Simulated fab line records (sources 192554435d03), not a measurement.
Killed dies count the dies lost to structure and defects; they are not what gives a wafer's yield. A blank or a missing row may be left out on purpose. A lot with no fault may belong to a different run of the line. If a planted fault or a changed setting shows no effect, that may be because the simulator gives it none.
Chamber matching ; flow n5Finfet ; N5_SD_EPI_P_SD_RECESS_17 on rieSi-05 has 4 sister chambers
The step chemistry HBr/Cl2/O2, target depth 39.1 nm, bt time 3 s. 4 wafers are shown with their chamber, then 8 later ones without.

== WAFERS PAIRED WITH THEIR CHAMBERS ==
wafer;chamber;throttleValvePct (%)
L082.1;1;36.59
L087.4;3;36.61
L087.6;0;36.72
L092.1;2;36.60

== WAFERS MISSING THEIR CHAMBER ==
wafer;throttleValvePct (%)
L092.2;36.60
L092.3;36.56
L094.1;36.60
L094.4;36.61
L094.6;36.59
L096.1;36.59
L096.2;36.55
L096.5;36.93

== THE CHAMBER EACH PASSED THROUGH ==
wafer;from the rows above;in truth
L092.2;can't be placed: 2 or 1 or 3 or 0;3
L092.3;can't be placed: 1 or 2 or 3 or 0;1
L094.1;can't be placed: 2 or 1 or 3 or 0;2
L094.4;can't be placed: 3 or 2 or 1 or 0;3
L094.6;can't be placed: 1 or 2 or 3 or 0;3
L096.1;can't be placed: 1 or 2 or 3 or 0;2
L096.2;can't be placed: 1 or 2 or 3 or 0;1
L096.5;can't be placed: 0 or 3 or 2 or 1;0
Correct placement for 0 of the 8. These rows do not allow placing 8 (true chamber among the candidates in 8). 0 placed wrongly.
How it was worked out, from the rows above alone: a wafer's distance from a chamber is the root of the sum, over the readings, of the square of ((its reading less the chamber's mean) divided by the reading's scatter). If the next closest chamber is less than 2 further off than the closest, the wafer can't be placed; otherwise it belongs to the closest. A chamber's mean is the mean of its shown wafers. The scatter: root of mean squared gap, hidden wafer to nearest shown wafer, with one shown wafer a chamber.
